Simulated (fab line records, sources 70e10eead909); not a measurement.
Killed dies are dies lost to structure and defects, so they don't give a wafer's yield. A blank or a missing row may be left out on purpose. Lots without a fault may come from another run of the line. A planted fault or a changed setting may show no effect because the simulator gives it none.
fab line records | flow nand_harc
record lots=13 wafers=39 last_day=34
route steps=1302 shown A_STAIRCASE@754 THIN_TSV@1263 END@1302
lots that met no fault: from a run of the same line without faults
start_h: hours from the record's first day to the start of the lot's first wafer shown | wait_h: hours since the lot's step before | " the same as in the row above | L1.1+2: a row that stands for several wafers | - no value, or no start given | * or withheld: withheld | < > ~ a bound
route shown NAME@n: a module of which the file shows steps, and the number in the route of the first | usual: mean/standard deviation of fault-free wafers | same: alike in all rows | chamber/n: place in a boat | sites: the reading at each site | _std_site: their standard deviation | _edge_site: outer sites' mean less inner sites' | radius_mm: how far each site lies from the wafer's centre | mask NAME#n: copy n | behind: the tool/chamber that last shaped the wafer | hold: why the lot was held/for how many hours/how that ended | device: the transistor (n, p or np) that didn't switch | end of line: the same wafers' tests at the end of the route | a step without rows: its recipe alone | killed: dies lost to structure and defects at the first sort, not the wafer's yield | map: a wafer's dies, x killed, . not, _ none there
set.NAME: the setting as run; set.NAME@STEP: as run at that earlier step | model.NAME: the simulator's own value behind a step, which no gauge read
steps of the route over a sample of lots; a table a step, a row a wafer
services: from which hour (start_h, from the record's first day; less than 0 if before it) a tool's chamber was out of use, for how many hours, and why
## steps
# step NHARC_A_STAIRCASE_PRECLEAN_240
# recipe time_s=* temp_c=50 bath_age_min=0 chemistry=SC1
# usual h2o2_flow_mL_min=56.60/0.18
# columns lot.wafer tool chamber start_h wait_h h2o2_flow_mL_min
L103.5 wet_bench-06 6 386.10 - 56.53
L103.1 " 7 " " 56.48
L103.4 " 3 " " 56.90
L102.4 wet_bench-02 4 386.37 - 56.66
L102.3 " 7 " " 56.54
L102.6 " 0 " " 56.60
L104.4 wet_bench-02 7 411.71 - 56.55
L104.5 " 0 " " 56.40
L104.6 " 2 " " 56.90
L106.6 wet_bench-06 0 431.11 - 56.65
L106.3 " 1 " " 56.18
L106.4 " 2 " " 56.64
L112.1 wet_bench-02 6 481.94 - 56.36
L112.6 " 0 " " 56.60
L112.5 " 1 " " 56.66
L113.1 wet_bench-02 4 511.49 - 56.64
L113.6 " 5 " " 56.73
L113.5 " 6 " " 56.59
L115.3 wet_bench-01 3 516.21 - 56.46
L115.2 " 6 " " 56.76
L115.5 " 0 " " 56.63
L116.2 wet_bench-06 4 524.71 - 56.52
L116.5 " 5 " " 56.70
L116.1 " 1 " " 56.55
L118.3 wet_bench-01 6 545.99 - 56.84
L118.2 " 0 " " 56.77
L118.1 " 1 " " 56.55
L120.3 wet_bench-01 4 563.54 - 56.40
L120.4 " 7 " " 56.12
L120.5 " 1 " " 56.49
L121.2 wet_bench-06 7 582.43 - 56.63
L121.4 " 1 " " 56.63
L121.6 " 2 " " 56.75
L122.2 wet_bench-06 5 591.48 - 56.68
L122.6 " 7 " " 56.66
L122.4 " 1 " " 56.85
L123.5 wet_bench-02 1 592.20 - 56.58
L123.6 " 5 " " 56.51
L123.4 " 6 " " 56.77
# step NHARC_THIN_TSV_ETCH_15
# recipe target_depth_a=30000 bosch_target_overetch_cycles=2 bosch_etch_step_s=2.8 bosch_dep_step_s=1.2 bosch_cycles=14
# usual drypump_motor_current_A=5.8/0.4
# columns lot.wafer tool chamber start_h wait_h drypump_motor_current_A rf_hours_counter_h
L103.4 rie_si-06 2 566.62 - 5.8 0.9
L103.1 " 3 " " 5.4 0.9
L103.5 " 0 " " 6.3 -
L102.3 rie_si-03 3 567.95 - 5.8 0.9
L102.4 " 1 " " 5.9 0.9
L102.6 " 3 " " 5.8 -
L104.4 rie_si-06 3 584.11 - 5.4 1.0
L104.6 " 1 " " 6.5 -
L104.5 " 2 " " 5.8 -
L106.3 rie_si-03 3 619.88 - 5.7 0.3
L106.4 " 0 " " 6.1 0.2
L106.6 " 2 " " 5.5 -
L112.1 rie_si-04 1 662.62 - 4.9 0.8
L112.6 " 3 " " 5.4 -
L112.5 " 0 " " 5.6 -
L113.1 rie_si-06 2 696.06 - 5.7 0.5
L113.5 " 1 " " 6.5 -
L113.6 " 2 " " 5.8 -
L115.3 rie_si-03 3 697.12 - 5.7 0.8
L115.2 " 2 " " 5.5 0.8
L115.5 " 3 " " 5.7 -
L116.1 rie_si-04 0 716.61 - 5.6 0.0
L116.2 " 1 " " 4.9 0.0
L116.5 " 1 " " 4.9 -
L118.1 rie_si-04 2 722.62 - 5.7 0.1
L118.3 " 3 " " 5.4 0.1
L118.2 " 0 " " 5.6 0.1
L120.3 rie_si-03 2 747.40 - 5.5 1.0
L120.4 " 0 " " 6.1 -
L120.5 " 2 " " 5.4 -
L121.2 rie_si-03 0 764.92 - 6.1 0.0
L121.4 " 3 " " 5.8 0.0
L121.6 " 0 " " 6.1 -
L122.4 rie_si-03 3 776.64 - 5.8 0.1
L122.2 " 0 " " 6.0 0.1
L122.6 " 2 " " 5.5 -
L123.4 rie_si-03 2 792.27 - 5.5 0.3
L123.6 " 3 " " 5.8 -
L123.5 " 0 " " 6.1 -
# step NHARC_THIN_TSV_ETCHBACK_48
# recipe target_depth_a=10285 over_etch_frac=0.3 time_s=405.17 ion_energy_ev=250 c4f8_flow_sccm=withheld ar_flow_sccm=withheld rf_w=600 bias_w=300 chemistry=C4F8/Ar
# usual oes_product_au=0.94/0.031 rf_fwd_power_W=599.2/1.7 rf_vpp_V=545.2/2.7
# columns lot.wafer tool chamber start_h wait_h oes_product_au rf_fwd_power_W rf_hours_counter_h rf_vpp_V
L103.1 rie_diel-10 3 568.02 - 0.91 597.8 6.3 549.8
L103.5 " 0 " " 0.92 601.0 - 541.9
L103.4 " 1 " " 0.92 600.3 - 543.4
L102.4 rie_diel-07 0 569.35 - 0.97 598.6 5.2 546.4
L102.3 " 1 " " 0.97 601.5 5.1 540.3
L102.6 " 1 " " 0.95 601.4 - 542.4
L104.4 rie_diel-07 1 585.54 - 0.97 601.8 6.5 542.5
L104.6 " 0 " " 0.98 597.6 - 547.1
L104.5 " 1 " " 0.96 600.4 - 541.4
L106.3 rie_diel-07 0 621.31 - 0.93 598.0 9.6 545.8
L106.4 " 2 " " 0.93 599.3 9.4 548.2
L106.6 " 3 " " 0.92 602.3 - 541.5
L112.1 rie_diel-11 3 664.08 - 1.00 599.5 1.4 547.7
L112.5 " 1 " " 0.92 600.5 - 547.6
L112.6 " 2 " " 0.92 599.1 - 545.9
L113.1 rie_diel-07 3 697.47 - 0.97 602.8 1.9 543.1
L113.6 " 3 " " 0.97 600.0 - 542.6
L113.5 " 0 " " 0.98 599.6 - 545.9
L115.3 rie_diel-07 0 698.60 - 1.01 599.7 2.4 546.0
L115.2 " 1 " " 0.99 598.8 2.0 542.9
L115.5 " 2 " " 1.00 600.4 - 548.8
L116.2 rie_diel-11 3 718.04 - 0.92 596.1 4.3 547.0
L116.1 " 0 " " 0.91 597.1 5.7 543.9
L116.5 " 0 " " 0.92 599.1 - 544.4
L118.2 rie_diel-10 3 724.02 - 0.91 600.5 7.6 549.1
L118.1 " 0 " " 0.93 598.5 7.0 542.7
L118.3 " 2 " " 0.92 599.1 6.0 547.7
L120.3 rie_diel-11 1 748.84 - 0.94 597.9 6.8 548.5
L120.4 " 3 " " 0.92 600.4 5.9 547.1
L120.5 " 1 " " 0.92 602.3 - 548.5
L121.4 rie_diel-11 2 766.38 - 0.94 602.0 8.9 546.2
L121.2 " 3 " " 0.94 600.4 7.2 546.9
L121.6 " 2 " " 0.94 598.5 - 545.1
L122.4 rie_diel-07 0 778.04 - 0.94 597.7 6.4 548.1
L122.2 " 2 " " 0.94 600.6 6.5 548.5
L122.6 " 1 " " 0.94 598.4 - 540.0
L123.4 rie_diel-07 3 793.69 - 0.93 598.7 7.7 541.8
L123.6 " 2 " " 0.95 598.0 - 547.2
L123.5 " 3 " " 0.93 598.1 - 543.6
# step NHARC_THIN_TSV_PVD_51
# recipe target_thk_a=1000 chamber_pressure_pa=5 material=Cu
# usual throttle_valve_pct=30.0/1.1
# columns lot.wafer tool chamber start_h wait_h throttle_valve_pct
L103.4 pvd_sputter-01 - - - 30.9
L103.1 " - " " 29.0
L103.5 " - " " 31.5
L102.3 pvd_sputter-03 - - - 29.2
L102.4 " - " " 30.8
L102.6 " - " " 29.6
L104.4 pvd_sputter-03 - - - 29.2
L104.5 " - " " 30.6
L104.6 " - " " 29.4
L106.4 pvd_sputter-01 - - - 30.1
L106.3 " - " " 31.3
L106.6 " - " " 30.2
L112.1 pvd_sputter-03 - - - 29.0
L112.5 " - " " 29.4
L112.6 " - " " 29.6
L113.1 pvd_sputter-03 - - - 28.9
L113.5 " - " " 30.6
L113.6 " - " " 29.3
L115.3 pvd_sputter-03 - - - 30.6
L115.2 " - " " 29.1
L115.5 " - " " 29.2
L116.1 pvd_sputter-01 - - - 29.2
L116.2 " - " " 31.3
L116.5 " - " " 32.3
L118.2 pvd_sputter-03 - - - 29.1
L118.1 " - " " 29.1
L118.3 " - " " 30.0
L120.3 pvd_sputter-03 - - - 29.1
L120.4 " - " " 29.1
L120.5 " - " " 29.3
L121.2 pvd_sputter-03 - - - 29.3
L121.4 " - " " 29.4
L121.6 " - " " 29.2
L122.4 pvd_sputter-03 - - - 29.2
L122.2 " - " " 29.0
L122.6 " - " " 29.3
L123.4 pvd_sputter-03 - - - 29.4
L123.6 " - " " 29.2
L123.5 " - " " 29.1
# step NHARC_END_SORT_01
# recipe temp_c=25
# usual killed_at_array=56/19 killed_at_other=0.8/1.1 killed_at_periphery=3.4/2.5 killed_dies=60/19 killed_open=2.9/1.7 killed_short=2.4/1.6
# same gross_dies=677
# columns lot.wafer tool chamber start_h wait_h killed_at_array killed_at_other killed_at_periphery killed_dies killed_open killed_short
L112.1 prober-02 0 681.30 2.5 137 0 2 139 2 0
L112.5 prober-02 0 684.45 3.7 50 0 4 54 2 0
L112.6 prober-02 0 685.24 3.9 59 0 6 65 3 3
L113.1 prober-01 0 709.03 2.5 42 0 1 43 2 2
L113.5 prober-01 0 712.22 3.7 114 1 3 118 5 1
L113.6 prober-01 0 713.02 4.0 40 0 1 41 1 2
# killed by level:class
L112.1 A_STAIRCASE:unspecified=91 A_CHANNEL_HOLE_D1:chamber_film_flake=21 A_CHANNEL_HOLE_D2:chamber_film_flake=18 A_SLIT:chamber_film_flake=2 A_CHANNEL_FILL_D2:geometric_particle:open=1 A_CHANNEL_HOLE_D1:geometric_particle:open=1 P_ZERO_WELL:chamber_film_flake=1 P_M1:chamber_film_flake=1
L112.5 A_CHANNEL_HOLE_D1:chamber_film_flake=27 A_CHANNEL_HOLE_D2:chamber_film_flake=17 A_SLIT:chamber_film_flake=3 A_CONTACT:chamber_film_flake=2 P_GATE:geometric_particle:open=1 P_CONTACT:geometric_particle:open=1 P_ZERO_WELL:chamber_film_flake=1 P_GATE:chamber_film_flake=1
L112.6 A_CHANNEL_HOLE_D1:chamber_film_flake=28 A_CHANNEL_HOLE_D2:chamber_film_flake=15 A_SLIT:chamber_film_flake=5 A_CONTACT:chamber_film_flake=5 P_GATE:chamber_film_flake=2 P_STI:geometric_particle:short=1 A_CHANNEL_FILL_D1:geometric_particle:short=1 A_DECK1_JOINT:geometric_particle:open=1
L113.1 A_CHANNEL_HOLE_D2:chamber_film_flake=18 A_CONTACT:chamber_film_flake=8 A_CHANNEL_HOLE_D1:chamber_film_flake=5 A_SLIT:chamber_film_flake=3 A_ONON_D1:geometric_particle:open=1 A_ONON_D1:geometric_particle:short=1 A_CHANNEL_FILL_D2:geometric_particle:open=1 A_WL_FILL:geometric_particle:short=1
L113.5 A_STAIRCASE:unspecified=90 A_CONTACT:chamber_film_flake=4 A_CHANNEL_HOLE_D2:chamber_film_flake=4 A_DECK1_JOINT:chamber_film_flake=3 A_SLIT:chamber_film_flake=3 A_ONON_D1:geometric_particle:open=2 A_CHANNEL_HOLE_D1:chamber_film_flake=2 A_STAIRCASE:chamber_film_flake=2
L113.6 A_CHANNEL_HOLE_D2:chamber_film_flake=23 A_CONTACT:chamber_film_flake=5 A_CHANNEL_HOLE_D1:chamber_film_flake=3 A_STAIRCASE:chamber_film_flake=2 A_CHANNEL_FILL_D1:geometric_particle:short=1 A_SGD_CUT:geometric_particle:short=1 A_BLC:geometric_particle:open=1 P_GATE:chamber_film_flake=1
## services
# columns tool chamber start_h hours kind
wet_bench-06 - 369.60 8.0 pm
rie_diel-07 2 373.29 27.6 repair
rie_si-03 1 385.52 8.8 repair
rie_si-03 - 398.00 9.0 pm
pvd_sputter-03 - 429.55 2.5 repair
pvd_sputter-03 - 433.10 2.1 repair
pvd_sputter-03 - 437.71 0.5 repair
rie_diel-07 - 483.18 9.0 pm
rie_si-03 - 502.88 0.3 repair
rie_diel-07 1 507.01 4.5 repair
pvd_sputter-03 - 526.11 10.0 pm
rie_si-03 0 572.58 13.6 repair
rie_si-03 - 575.00 9.0 pm
pvd_sputter-03 - 602.86 2.8 repair
pvd_sputter-03 - 638.27 7.2 repair
rie_si-03 1 643.15 2.3 repair
rie_diel-07 3 656.18 17.5 repair
rie_diel-07 - 660.18 9.0 pm
pvd_sputter-03 - 682.83 1.3 repair
rie_diel-07 - 703.64 0.4 repair
pvd_sputter-03 - 704.11 10.0 pm
rie_si-03 0 720.02 1.7 repair
rie_si-03 3 742.70 8.3 repair
rie_si-03 - 752.00 9.0 pm
## key
first_sign step=NHARC_END_SORT_01 reading=killed_at_array direction=up sigmas=3.7 usual=56 struck=126
effect step=NHARC_END_SORT_01 reading=killed_dies direction=up sigmas=3.6 usual=60 struck=128
more_kills_born_at NHARC_A_STAIRCASE_PRECLEAN_240@wet_bench-02=181
met_at NHARC_A_STAIRCASE_PRECLEAN_240
struck_lots L112,L113
struck_wafers L112.1,L113.5
tester_left_out L112,L113
not_acting_at NHARC_THIN_TSV_ETCH_15,NHARC_THIN_TSV_ETCHBACK_48,NHARC_THIN_TSV_PVD_51
fault kind=chamber_particle_source tool=wet_bench-02 chamber=6 onset_h=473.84 steps=NHARC_A_STAIRCASE_PRECLEAN_240 rate_per_visit_cm2=1.0112 end_h=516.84
# tester_left_out: of these lots the tester's yield and bins aren't shown, on N5 and GAA mostly nor the transistor test; their killed dies are dies lost to structure and defects alone, not to doping, threshold or leakage, so they don't give the yield
